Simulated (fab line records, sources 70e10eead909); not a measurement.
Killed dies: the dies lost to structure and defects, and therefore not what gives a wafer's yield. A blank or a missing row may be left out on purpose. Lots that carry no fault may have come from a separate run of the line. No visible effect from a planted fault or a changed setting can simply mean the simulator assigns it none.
Chamber matching + flow nand-harc + NHARC_A_STAIRCASE_DEP_325 on pecvd-01: 3 sister chambers
The step deposits SiO2, target thk 3800 nm. 3 wafers are shown with their chamber, then 7 later ones without.

WAFERS PAIRED WITH THEIR CHAMBERS
| wafer  | chamber | heater-power-w (W) |
|--------|---------|--------------------|
| L088.6 | 1       | 637                |
| L086.1 | 0       | 640                |
| L086.5 | 2       | 618                |

WAFERS WHOSE CHAMBER IS MISSING
| wafer  | heater-power-w (W) |
|--------|--------------------|
| L086.6 | 625                |
| L090.1 | 688                |
| L090.2 | 659                |
| L090.6 | 628                |
| L094.3 | 767                |
| L094.4 | 641                |
| L094.5 | 607                |

WHICH CHAMBER EACH ONE RAN IN
| wafer  | from the rows above          | in truth |
|--------|------------------------------|----------|
| L086.6 | can't be placed: 2 or 1 or 0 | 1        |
| L090.1 | can't be placed: 0 or 1 or 2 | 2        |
| L090.2 | can't be placed: 0 or 1 or 2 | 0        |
| L090.6 | can't be placed: 1 or 2 or 0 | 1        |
| L094.3 | can't be placed: 0 or 1 or 2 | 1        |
| L094.4 | can't be placed: 0 or 1 or 2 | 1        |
| L094.5 | can't be placed: 2 or 1 or 0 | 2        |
Correct placement for 0 of the 7. Can't be placed from these rows: 7 (the true chamber is among the candidates in 7). Placed wrongly: 0.
How it was worked out, from the rows above alone: a wafer's distance from a chamber is the root of the sum, over the readings, of the square of ((its reading less the chamber's mean) divided by the reading's scatter). If the next closest chamber is less than 2 further off than the closest, the wafer can't be placed; otherwise it belongs to the closest. For every chamber, the mean is computed from those of its wafers that are shown. The scatter: with one shown wafer a chamber, the root of the mean of the squares of how far each hidden wafer lies from its nearest shown one.
